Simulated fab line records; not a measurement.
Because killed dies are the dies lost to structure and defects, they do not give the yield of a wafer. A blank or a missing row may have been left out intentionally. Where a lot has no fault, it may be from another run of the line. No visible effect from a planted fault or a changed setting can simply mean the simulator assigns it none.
Split-lot study    flow n5 finfet    7 lots, 39 wafers read, on a route of 1938 steps

== SPLIT DETAILS ==
At N5_ZERO_LAYER_DEVELOP_10 (develop time 60 s), the setting develop time s was moved away from the recipe's 60 s on 15 of the 39 wafers read, by -35.1% to +37.8%. All remaining wafers had this setting at the recipe value.

== BETWEEN THE SPLIT AND THE READING: the file shows 1 step in between ==
- N5_ZERO_LAYER_HARDBAKE_23: time 120 s

== THE READING ==
cd nm at N5_ZERO_LAYER_CD_MEAS_11, given in nm (cd target 2000 nm). A value of 2000.7 nm with a standard deviation of 1.9 nm is what fault-free wafers of this fab line usually give.

wafer   tool, chamber at the split  develop time s as run, s  against the recipe  cd nm, nm  against lot-mates on the recipe
L079.2  litho track-03, 0           60                        recipe              2001.9     -
L079.4  litho track-03, 0           60                        recipe              2001.1     -
L079.6  litho track-03, 0           60                        recipe              2002.3     -
L082.1  litho track-02, 0           82.5                      +37.5%              2006.7     +6.2
L082.2  litho track-02, 0           82.5                      +37.5%              2005.1     +4.6
L082.3  litho track-02, 0           60                        recipe              2001.8     -
L082.4  litho track-02, 0           82.5                      +37.5%              2007.0     +6.5
L082.5  litho track-02, 0           60                        recipe              1999.2     -
L082.6  litho track-02, 0           60                        recipe              2000.5     -
L084.1  litho track-04, 0           82.69                     +37.8%              2007.9     +6.7
L084.2  litho track-04, 0           82.69                     +37.8%              2005.1     +3.9
L084.3  litho track-04, 0           82.69                     +37.8%              2006.6     +5.4
L084.4  litho track-04, 0           60                        recipe              2003.2     -
L084.5  litho track-04, 0           60                        recipe              1999.0     -
L084.6  litho track-04, 0           60                        recipe              2001.4     -
L089.1  litho track-04, 0           60                        recipe              2001.0     -
L089.2  litho track-04, 0           38.97                     -35.1%              1989.2     -11.7
L089.3  litho track-04, 0           60                        recipe              1999.4     -
L089.4  litho track-04, 0           60                        recipe              2002.4     -
L089.5  litho track-04, 0           38.97                     -35.1%              1990.5     -10.4
L089.6  litho track-04, 0           38.97                     -35.1%              1990.4     -10.5
L090.1  litho track-04, 0           50.65                     -15.6%              1999.0     -1.4
L090.2  litho track-04, 0           60                        recipe              1999.1     -
L090.3  litho track-04, 0           60                        recipe              2000.1     -
L090.4  litho track-04, 0           60                        recipe              2001.9     -
L090.5  litho track-04, 0           50.65                     -15.6%              1997.9     -2.5
L090.6  litho track-04, 0           50.65                     -15.6%              1997.5     -2.9
L096.1  litho track-02, 0           60                        recipe              1999.5     -
L096.2  litho track-02, 0           60                        recipe              2001.8     -
L096.3  litho track-02, 0           60                        recipe              2001.3     -
L096.4  litho track-02, 0           60                        recipe              2000.8     -
L096.5  litho track-02, 0           60                        recipe              2000.5     -
L096.6  litho track-02, 0           60                        recipe              2000.2     -
L097.1  litho track-03, 0           60                        recipe              2000.9     -
L097.2  litho track-03, 0           60                        recipe              2000.7     -
L097.3  litho track-03, 0           60                        recipe              1998.7     -
L097.4  litho track-03, 0           50.14                     -16.4%              1995.9     -4.2
L097.5  litho track-03, 0           50.14                     -16.4%              1999.2     -0.9
L097.6  litho track-03, 0           50.14                     -16.4%              1997.4     -2.7

FIT RESULTS
A straight line over all 39 wafers: cd nm changes by +0.197 nm for each +1% of develop time s; r = +0.92; the points scatter about the line by 1.6 nm.
The same after taking each lot's own level away (the mean of its wafers on the recipe; 39 wafers): +0.193 nm for each +1%; r = +0.91; scatter 1.7 nm.
That fit puts the effect of the largest move of develop time s on the reading at 7.3 nm.
The lots' own levels span 2000.10 to 2001.77 nm, that is 0.9 times the standard deviation above.
So the lot-to-lot level changes the slope little: the two slopes agree.
Check: for one of the wafers moved furthest among these (+37.8%), held out of the fit, the line's prediction against its lot-mates is +6.82 nm. Against them it came out at +6.7 nm.

== FILE'S OWN FIT ==
cd nm changes by +0.192 nm for each +1% of develop time s, r = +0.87.
